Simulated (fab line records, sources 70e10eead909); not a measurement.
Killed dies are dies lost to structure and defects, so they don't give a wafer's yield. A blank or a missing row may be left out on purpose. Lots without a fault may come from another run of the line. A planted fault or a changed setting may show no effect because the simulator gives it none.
Which tool did it? | flow nand_harc | 12 lots, 36 wafers sampled, at 4 steps of a route of 1302

WHAT THE GAUGES READ, wafer by wafer
NHARC_P_M2_INSPECT_27.
lot  | measured     | on                | raw_defect_count
L075 | day 7 01:44  | defect_inspect-01 | 134 174 161
L077 | day 7 20:21  | defect_inspect-02 | 312 251 369
L078 | day 8 15:10  | defect_inspect-02 | 344 219 290
L081 | day 9 14:22  | defect_inspect-02 | 263 184 141
L083 | day 10 07:26 | defect_inspect-02 | 207 163 180
L085 | day 11 06:10 | defect_inspect-02 | 366 484 523
L087 | day 11 17:11 | defect_inspect-01 | 288 398 232
L088 | day 12 13:58 | defect_inspect-02 | 315 751 592
L091 | day 13 13:08 | defect_inspect-02 | 450 474 384
L093 | day 14 06:47 | defect_inspect-02 | 231 387 349
L095 | day 15 10:02 | defect_inspect-02 | 197 126 146
L097 | day 16 03:28 | defect_inspect-01 | 204 313 265

WHICH TOOL RAN EACH LOT (tool, then ch and the chambers of the sampled wafers, then the start)
lot  | NHARC_P_M1_PVD_20                       | NHARC_P_M2_ETCH_28                            | NHARC_P_M2_PVD_20
L075 | pvd_sputter-01, day 7 01:44 or earlier  | rie_diel-12 ch 1,2,3, day 7 01:44 or earlier  | pvd_sputter-01, day 7 01:44 or earlier
L077 | pvd_sputter-01, day 7 20:21 or earlier  | rie_diel-06 ch 0,1,3, day 7 20:21 or earlier  | pvd_sputter-03, day 7 20:21 or earlier
L078 | pvd_sputter-02, day 8 15:10 or earlier  | rie_diel-12 ch 1,3, day 8 15:10 or earlier    | pvd_sputter-01, day 8 15:10 or earlier
L081 | pvd_sputter-03, day 9 14:22 or earlier  | rie_diel-06 ch 0,1,3, day 9 14:22 or earlier  | pvd_sputter-01, day 9 14:22 or earlier
L083 | pvd_sputter-02, day 10 07:26 or earlier | rie_diel-03 ch 1,3, day 10 07:26 or earlier   | pvd_sputter-02, day 10 07:26 or earlier
L085 | pvd_sputter-03, day 11 06:10 or earlier | rie_diel-12 ch 0,2, day 11 06:10 or earlier   | pvd_sputter-01, day 11 06:10 or earlier
L087 | pvd_sputter-01, day 11 17:11 or earlier | rie_diel-03 ch 0,1, day 11 17:11 or earlier   | pvd_sputter-03, day 11 17:11 or earlier
L088 | pvd_sputter-02, day 12 13:58 or earlier | rie_diel-06 ch 0,1, day 12 13:58 or earlier   | pvd_sputter-03, day 12 13:58 or earlier
L091 | pvd_sputter-02, day 13 13:08 or earlier | rie_diel-06 ch 0,1,3, day 13 13:08 or earlier | pvd_sputter-03, day 13 13:08 or earlier
L093 | pvd_sputter-01, day 14 06:47 or earlier | rie_diel-06 ch 0,1, day 14 06:47 or earlier   | pvd_sputter-02, day 14 06:47 or earlier
L095 | pvd_sputter-01, day 15 10:02 or earlier | rie_diel-06 ch 0,1, day 15 10:02 or earlier   | pvd_sputter-02, day 15 10:02 or earlier
L097 | pvd_sputter-02, day 16 03:28 or earlier | rie_diel-03 ch 1,3, day 16 03:28 or earlier   | pvd_sputter-01, day 16 03:28 or earlier
- NHARC_P_M1_PVD_20: deposits TaN, target thk 5 nm, time 8.06 s.
- NHARC_P_M2_ETCH_28: etches the open film in CF4/N2, target depth 30 nm, time 72.99 s.
- NHARC_P_M2_PVD_20: deposits TaN, target thk 5 nm, time 8.06 s.

THE ANSWER, worked out from the rows above alone
Rule: what is usual is taken from the lots themselves. Put in order of their means at a reading, lots are off if they are a third of the lots or fewer, leave a main group of 4 or more, and stand apart from it by a gap of 3 or more times the standard deviation of the main group's means; of several such gaps the widest counts. A main group whose means are all the same, to the digits that the tables above print for the reading, isn't used. A lot without any number at a reading at which 4 lots or more have one is off too. The other lots that the step has rows for count as sound.
No lot is off at any reading shown: from this, nothing can be told.

WHAT THE SIMULATOR HAD PUT IN
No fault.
